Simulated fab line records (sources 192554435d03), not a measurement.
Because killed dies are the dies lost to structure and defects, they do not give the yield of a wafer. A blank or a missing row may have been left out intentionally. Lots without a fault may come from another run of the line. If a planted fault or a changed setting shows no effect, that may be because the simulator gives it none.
Chamber matching :: flow n5_finfet :: rie_diel-06 running N5_BEOL_M5_STRIP_36: 4 sister chambers
The step strips in N2/H2. 18 wafers are shown with their chamber, then 8 later ones without.

## WAFERS PAIRED WITH THEIR CHAMBERS
wafer: L078.2
chamber: 0
throttle_valve_pct (%): 24.15
showerhead_plenum_p_Torr (Torr): 2.54
drypump_motor_current_A (A): 5.5

wafer: L078.3
chamber: 1
throttle_valve_pct (%): 23.52
showerhead_plenum_p_Torr (Torr): 2.44
drypump_motor_current_A (A): 5.0

wafer: L078.4
chamber: 2
throttle_valve_pct (%): 23.56
showerhead_plenum_p_Torr (Torr): 2.43
drypump_motor_current_A (A): 5.0

wafer: L080.2
chamber: 0
throttle_valve_pct (%): 24.19
showerhead_plenum_p_Torr (Torr): 2.53
drypump_motor_current_A (A): 5.6

wafer: L080.3
chamber: 2
throttle_valve_pct (%): 23.59
showerhead_plenum_p_Torr (Torr): 2.43
drypump_motor_current_A (A): 5.0

wafer: L080.4
chamber: 3
throttle_valve_pct (%): 23.78
showerhead_plenum_p_Torr (Torr): 2.40
drypump_motor_current_A (A): 5.6

wafer: L083.2
chamber: 3
throttle_valve_pct (%): 23.80
showerhead_plenum_p_Torr (Torr): 2.40
drypump_motor_current_A (A): 5.6

wafer: L083.4
chamber: 1
throttle_valve_pct (%): 23.56
showerhead_plenum_p_Torr (Torr): 2.43
drypump_motor_current_A (A): 4.9

wafer: L083.5
chamber: 1
throttle_valve_pct (%): 23.55
showerhead_plenum_p_Torr (Torr): 2.43
drypump_motor_current_A (A): 4.9

wafer: L084.1
chamber: 2
throttle_valve_pct (%): 23.57
showerhead_plenum_p_Torr (Torr): 2.43
drypump_motor_current_A (A): 5.0

wafer: L084.5
chamber: 3
throttle_valve_pct (%): 23.78
showerhead_plenum_p_Torr (Torr): 2.40
drypump_motor_current_A (A): 5.6

wafer: L084.6
chamber: 2
throttle_valve_pct (%): 23.59
showerhead_plenum_p_Torr (Torr): 2.43
drypump_motor_current_A (A): 5.0

wafer: L086.1
chamber: 0
throttle_valve_pct (%): 24.20
showerhead_plenum_p_Torr (Torr): 2.53
drypump_motor_current_A (A): 5.6

wafer: L086.5
chamber: 2
throttle_valve_pct (%): 23.60
showerhead_plenum_p_Torr (Torr): 2.43
drypump_motor_current_A (A): 5.0

wafer: L086.6
chamber: 0
throttle_valve_pct (%): 24.18
showerhead_plenum_p_Torr (Torr): 2.53
drypump_motor_current_A (A): 5.6

wafer: L089.1
chamber: 2
throttle_valve_pct (%): 23.58
showerhead_plenum_p_Torr (Torr): 2.42
drypump_motor_current_A (A): 5.0

wafer: L089.2
chamber: 0
throttle_valve_pct (%): 24.17
showerhead_plenum_p_Torr (Torr): 2.53
drypump_motor_current_A (A): 5.5

wafer: L089.3
chamber: 1
throttle_valve_pct (%): 23.57
showerhead_plenum_p_Torr (Torr): 2.43
drypump_motor_current_A (A): 5.0

SIGNATURES (means of the wafers above)
reading: throttle_valve_pct
chamber 0: 24.1780
chamber 1: 23.5500
chamber 2: 23.5817
chamber 3: 23.7867
scatter within a chamber: 0.0174

reading: showerhead_plenum_p_Torr
chamber 0: 2.5320
chamber 1: 2.4325
chamber 2: 2.4283
chamber 3: 2.4000
scatter within a chamber: 0.00413

reading: drypump_motor_current_A
chamber 0: 5.560
chamber 1: 4.950
chamber 2: 5.000
chamber 3: 5.600
scatter within a chamber: 0.0396
Rule: for a wafer and a chamber, the distance is found by dividing, reading by reading, the gap between the wafer's reading and the chamber's mean by the reading's scatter, squaring, summing and taking the root. The wafer belongs to the nearest chamber; if the next one is less than 2 further off, it can't be placed. The scatter: take each reading less its chamber's mean, square it, sum over the shown wafers, divide by the number of wafers less the number of chambers, and take the root.

## WAFERS WHOSE CHAMBER IS MISSING
wafer: L091.3
throttle_valve_pct (%): 23.58
showerhead_plenum_p_Torr (Torr): 2.42
drypump_motor_current_A (A): 4.9

wafer: L091.5
throttle_valve_pct (%): 23.64
showerhead_plenum_p_Torr (Torr): 2.42
drypump_motor_current_A (A): 5.0

wafer: L092.2
throttle_valve_pct (%): 23.60
showerhead_plenum_p_Torr (Torr): 2.42
drypump_motor_current_A (A): 5.0

wafer: L092.4
throttle_valve_pct (%): 23.62
showerhead_plenum_p_Torr (Torr): 2.42
drypump_motor_current_A (A): 5.0

wafer: L092.6
throttle_valve_pct (%): 24.22
showerhead_plenum_p_Torr (Torr): 2.52
drypump_motor_current_A (A): 5.5

wafer: L097.2
throttle_valve_pct (%): 24.22
showerhead_plenum_p_Torr (Torr): 2.52
drypump_motor_current_A (A): 5.5

wafer: L097.3
throttle_valve_pct (%): 23.50
showerhead_plenum_p_Torr (Torr): 2.71
drypump_motor_current_A (A): 5.6

wafer: L097.5
throttle_valve_pct (%): 23.64
showerhead_plenum_p_Torr (Torr): 2.42
drypump_motor_current_A (A): 5.0

## EACH ONE'S CHAMBER
wafer: L091.3
from the rows above: can't be placed: 2 or 1
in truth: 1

wafer: L091.5
from the rows above: 2
in truth: 2

wafer: L092.2
from the rows above: 2
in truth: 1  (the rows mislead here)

wafer: L092.4
from the rows above: 2
in truth: 2

wafer: L092.6
from the rows above: 0
in truth: 0

wafer: L097.2
from the rows above: 0
in truth: 0

wafer: L097.3
from the rows above: 0
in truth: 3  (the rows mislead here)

wafer: L097.5
from the rows above: 2
in truth: 2
5 of 8 placed correctly. Can't be placed from these rows: 1 (the true chamber is among the candidates in 1). 2 placed wrongly.
